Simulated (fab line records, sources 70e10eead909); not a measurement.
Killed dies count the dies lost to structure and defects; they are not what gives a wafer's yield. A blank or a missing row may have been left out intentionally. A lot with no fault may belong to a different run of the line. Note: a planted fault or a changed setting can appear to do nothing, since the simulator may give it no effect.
Problem report, 8D (eight disciplines) form, completed by code | flow nand-harc | the parts of the form that need people (team, actions taken, sign-off) are left out

## 1. PROBLEM STATEMENT
Wafers without a fault read 188.44 W, standard deviation 0.13; heater-power-total-W at NHARC_A_SLIT_SOFTBAKE_04 reads a mean of 199.43 W on 6 wafers belonging to 2 lots. Relative to the usual mean, that is a shift of +85 standard deviations.
The step: time 55 s.
Earliest sighting: wafer L153.2 on litho-track-06 at day 27 15:00. The record holds 36 wafers of 12 lots with a number at this step. Rule for "out" (also "out of limits"): further than 4 standard deviations from the usual mean. The rest of the wafers with a number are treated as sound.

## 2. WHAT IT IS AND WHAT IT IS NOT
question                    | is                     | is not
which readings at this step | heater-power-total-W   | -
which lots                  | L153, L156             | L137, L138, L139, L144, L146, L148, L149, L151, L155, L159
which wafers of those lots  | all that have a number | -
read on which tools         | litho-track-06         | litho-track-01, litho-track-04
when                        | from day 27 15:00      | up to then (24 sound wafers); but 6 sound wafers of L155, L159 came after

## 3. THE SUSPECTS, EACH WITH WHAT RULES IT OUT
Counting: a tool stays on the suspect list if, at a process step up to the reading, it processed all lots that are out and no sound lot following the first of them.
- litho-track-06 at NHARC_A_SLIT_SOFTBAKE_04 (time 55 s): kept. All lots that are out passed through it, beginning with L153 at day 27 15:00, and no sound lot followed; its final sound lot before that point was L151 at day 26 03:00. Its own heater-power-total-W readings are out on those wafers.
The count leaves litho-track-06 at NHARC_A_SLIT_SOFTBAKE_04.

## 4. THE CAUSE (what the simulator had put in)
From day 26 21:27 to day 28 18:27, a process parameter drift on litho-track-06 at NHARC_A_SLIT_SOFTBAKE_04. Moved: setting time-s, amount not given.
Counting left only this tool.

## 5. THE EFFECT CHAIN, in route order
Each row: a reading whose mean over the struck wafers that have a number lies more than 3 standard deviations from the usual. Only readings for which the record gives a usual standard deviation are gone through. hours: the time from each lot's start at the first step in this table that gives one to its start at this step, as a median over the lots. sigmas: the change in usual standard deviations.
hours | step                     | reading              | usual    | on struck wafers | change | sigmas
0     | NHARC_A_SLIT_SOFTBAKE_04 | heater-power-total-W | 188.44 W | 199.43           | +10.99 | +85
The process steps in it:
- NHARC_A_SLIT_SOFTBAKE_04: time 55 s.

## 6. WHAT WOULD HAVE CAUGHT IT SOONER
The fault began at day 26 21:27; the first out-of-limits reading in this record came at day 27 15:00, 18 hours later.
